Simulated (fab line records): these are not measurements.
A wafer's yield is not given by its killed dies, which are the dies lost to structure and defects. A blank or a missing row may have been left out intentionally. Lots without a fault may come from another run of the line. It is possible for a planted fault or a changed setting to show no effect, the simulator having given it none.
Code-filled problem report in 8D (eight disciplines) form ; flow n5 finfet ; the parts of the form that need people (team, actions taken, sign-off) are left out

## 1. THE ISSUE
Mean M4_ILD_THK at N5_BEOL_M4_THK_MEAS_01: 28.0 nm over 2 wafers in 2 lots; fault-free wafers: 78.9 nm, standard deviation 1.1. That is -46 standard deviations from the usual mean.
Earliest sighting: wafer L587.3 on film metro-01 at day 9 22:13. Wafers with a number at this step in the record: 41, from 14 lots. Rule for "out", or "out of limits": more than 4 standard deviations from the usual mean. The other wafers with a number count as sound.

## 2. WHAT THIS IS AND IS NOT
question;is;is not
which readings at this step;M4_ILD_THK;-
which lots;L587, L588;L579, L580, L581, L585, L592, L594, L596, L598, L599, L600, L601, L602
which wafers of those lots;L587.3, L588.6;L587.1, L587.5, L588.1, L588.5
read on which gauges;film metro-01;film metro-02
when;from day 9 22:13;"up to then (14 sound wafers); but 25 sound wafers of L588, L592, L594, L596, L598, L599, L600, L601, L602 came after"

## 3. THE SUSPECTS, EACH WITH WHAT RULES IT OUT
Counting: any tool at a process step up to the reading remains a suspect provided it ran every lot that is out. Sound lots after the first of them don't rule it out here, since some wafers of a struck lot are sound.
- the gauge at N5_BEOL_M4_THK_MEAS_01: kept. All the wafers that are out were read on film metro-01, and no step on other tools shows them out.
- pecvd-03 at N5_BEOL_M4_ILD_DEP_00 (deposits SiOC from DEMS/O2, target thk 79 nm, time 15.3 s): kept. It processed each lot that is out (first: L587, day 9 22:07); up to then, its last sound lot is L581 (day 8 17:25).
- The sound lot-mates ran in chamber 1 of pecvd-03 at N5_BEOL_M4_ILD_DEP_00, but the wafers that are out ran in chamber 0.
Remaining after the count are pecvd-03 at N5_BEOL_M4_ILD_DEP_00 and film metro-01 at N5_BEOL_M4_THK_MEAS_01.

## 4. THE CAUSE (what the simulator had put in)
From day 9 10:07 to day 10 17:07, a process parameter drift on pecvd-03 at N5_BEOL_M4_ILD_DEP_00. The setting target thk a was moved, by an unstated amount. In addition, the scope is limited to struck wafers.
Of the 2 suspects that counting leaves, this tool is one.

## 5. SEQUENCE OF EFFECTS, ordered by route
Each row: a reading whose mean over the struck wafers that have a number lies more than 3 standard deviations from the usual. Only readings whose record carries a usual standard deviation are examined. hours: median over the lots of the time between each lot's start at the first step of this table that gives one and its start at this step. sigmas: the change, counted in usual standard deviations.
hours;step;reading;usual;on struck wafers;change;sigmas
0;N5_BEOL_M4_THK_MEAS_01;M4_ILD_THK;78.9 nm;28.0;-50.9;-46

## 6. HOW IT WOULD HAVE BEEN CAUGHT EARLIER
In this record the first reading out of limits at a measuring or inspecting step was taken at day 9 22:13, 12 hours after the fault began at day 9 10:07.
Of the tool readings at N5_BEOL_M4_ILD_DEP_00 for which the record gives a usual standard deviation, none was out on any struck wafer, so an alarm limit of 4 standard deviations on them would not have fired.
L588, from the lots that are out (2), started N5_BEOL_M4_ILD_DEP_00 on pecvd-03 later than day 9 22:13. A tool hold placed at that time would have kept it from harm.
